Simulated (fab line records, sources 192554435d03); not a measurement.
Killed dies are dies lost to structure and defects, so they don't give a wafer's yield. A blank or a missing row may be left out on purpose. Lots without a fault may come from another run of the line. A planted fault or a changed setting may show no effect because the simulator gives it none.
Split-lot experiment | flow n5_finfet | 7 lots, 21 wafers read, on a route of 1938 steps

THE SPLIT
At N5_DUMMY_GATE_EXPOSE_12 (exposes mask GATE, target cd 25 nm), the setting dose_mj was moved away from the recipe's 34 on 11 of the 21 wafers read, by -6.9% to +6.9%. The other wafers ran this setting at the recipe's value.

FROM THE SPLIT TO THE READING: what the file shows between them, 2 steps
- N5_DUMMY_GATE_PEB_13: peb time 60 s
- N5_DUMMY_GATE_DEVELOP_14: develop time 30 s

THE READING
cd_nm, in nm, at N5_DUMMY_GATE_CD_MEAS_15 (target cd 25.8 nm). Fault-free wafers of this fab line usually give 24.99 nm, standard deviation 0.26 nm.

wafer  | tool, chamber at the split | dose_mj as run | against the recipe | cd_nm, nm | against lot-mates on the recipe
L078.3 | euv_scanner-02, 0          | 34             | recipe             | 24.94     | -
L078.4 | euv_scanner-02, 0          | 32.12          | -5.5%              | 25.61     | +0.67
L078.5 | euv_scanner-02, 0          | 32.12          | -5.5%              | 26.10     | +1.16
L081.2 | euv_scanner-02, 0          | 36.36          | +6.9%              | 23.84     | -1.13
L081.3 | euv_scanner-02, 0          | 36.36          | +6.9%              | 23.65     | -1.32
L081.4 | euv_scanner-02, 0          | 34             | recipe             | 24.97     | -
L083.2 | euv_scanner-01, 0          | 32.95          | -3.1%              | 26.48     | no lot-mate on the recipe
L083.3 | euv_scanner-01, 0          | 32.95          | -3.1%              | 25.96     | no lot-mate on the recipe
L083.5 | euv_scanner-01, 0          | 32.95          | -3.1%              | 26.15     | no lot-mate on the recipe
L087.3 | euv_scanner-02, 0          | 35.05          | +3.1%              | 24.96     | -0.08
L087.4 | euv_scanner-02, 0          | 34             | recipe             | 25.04     | -
L087.5 | euv_scanner-02, 0          | 35.05          | +3.1%              | 24.51     | -0.53
L092.1 | euv_scanner-02, 0          | 34             | recipe             | 24.74     | -
L092.3 | euv_scanner-02, 0          | 34             | recipe             | 24.68     | -
L092.4 | euv_scanner-02, 0          | 34             | recipe             | 24.76     | -
L096.2 | euv_scanner-01, 0          | 34             | recipe             | 25.18     | -
L096.5 | euv_scanner-01, 0          | 34             | recipe             | 24.99     | -
L096.6 | euv_scanner-01, 0          | 34             | recipe             | 25.06     | -
L097.1 | euv_scanner-01, 0          | 34             | recipe             | 24.76     | -
L097.2 | euv_scanner-01, 0          | 31.66          | -6.9%              | 26.06     | +1.30
L097.6 | euv_scanner-01, 0          | 31.66          | -6.9%              | 25.98     | +1.22

THE FIT
A straight line over all 21 wafers: cd_nm changes by -0.177 nm for each +1% of dose_mj; r = -0.90; the points scatter about the line by 0.34 nm.
The same after taking each lot's own level away (the mean of its wafers on the recipe; 18 wafers): -0.17 nm for each +1%; r = -0.98; scatter 0.15 nm.
On that fit, the largest move of dose_mj shifts the reading by 1.2 nm.
The lots' own levels span 24.727 to 25.077 nm, that is 1.3 times the standard deviation above.
So the lot-to-lot level changes the slope little: the two slopes agree.
Check: with one of the wafers moved furthest among these (+6.9%) left out of the fit, the line predicts -1.16 nm for it against its lot-mates. It came out at -1.13 nm against them.

OTHER SPLITS ON THESE WAFERS
These wafers also went through other splits before the reading. Each is held against what the fit with the lots' levels taken away leaves over:
other split on the same wafers          | wafers away from the commonest value | r with cd_nm (lot level and that fit taken away)
N5_ZERO_LAYER_EXPOSE_08 dose_mj         | 4                                    | -0.45
N5_ZERO_LAYER_DEVELOP_10 develop_time_s | 6                                    | +0.23
N5_FIN_SAQP_PEB_14 peb_time_s           | 8                                    | -0.30
N5_FIN_SAQP_DEVELOP_15 develop_time_s   | 4                                    | +0.17
N5_FIN_SAQP_FIN_ETCH_36 icp_w           | 6                                    | -0.09
N5_FIN_CUT_COAT_29 spin_rpm             | 12                                   | -0.26
N5_DUMMY_GATE_COAT_28 spin_rpm          | 10                                   | +0.07

THE WHOLE CHAIN: every reading that the file lists as answering this split, in the file's order
step                     | what it does                                                   | reading                                                           | change (the file's fit)               | r (the file's)
N5_DUMMY_GATE_CD_MEAS_15 | target cd 25.8 nm                                              | cd_nm                                                             | -0.17 nm for each +1% of the setting  | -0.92
N5_DUMMY_GATE_TRIM_49    | chemistry O2, time 29 s, target cd 14 nm                       | DUMMY_GATE.cd_nm (the simulator's own value, which no gauge read) | -0.235 nm for each +1% of the setting | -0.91
N5_DUMMY_GATE_ETCH_44    | etches poly-Si in HBr/O2, stops on SiO2, target depth 127.5 nm | DUMMY_GATE.cd_nm (the simulator's own value, which no gauge read) | -0.203 nm for each +1% of the setting | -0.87
N5_DUMMY_GATE_ETCH_42    | etches SiO2 in CHF3/O2, target depth 3.5 nm, time 31 s         | DUMMY_GATE.cd_nm (the simulator's own value, which no gauge read) | -0.206 nm for each +1% of the setting | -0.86

THE FILE'S OWN FIT
cd_nm changes by -0.17 nm for each +1% of dose_mj, r = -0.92.
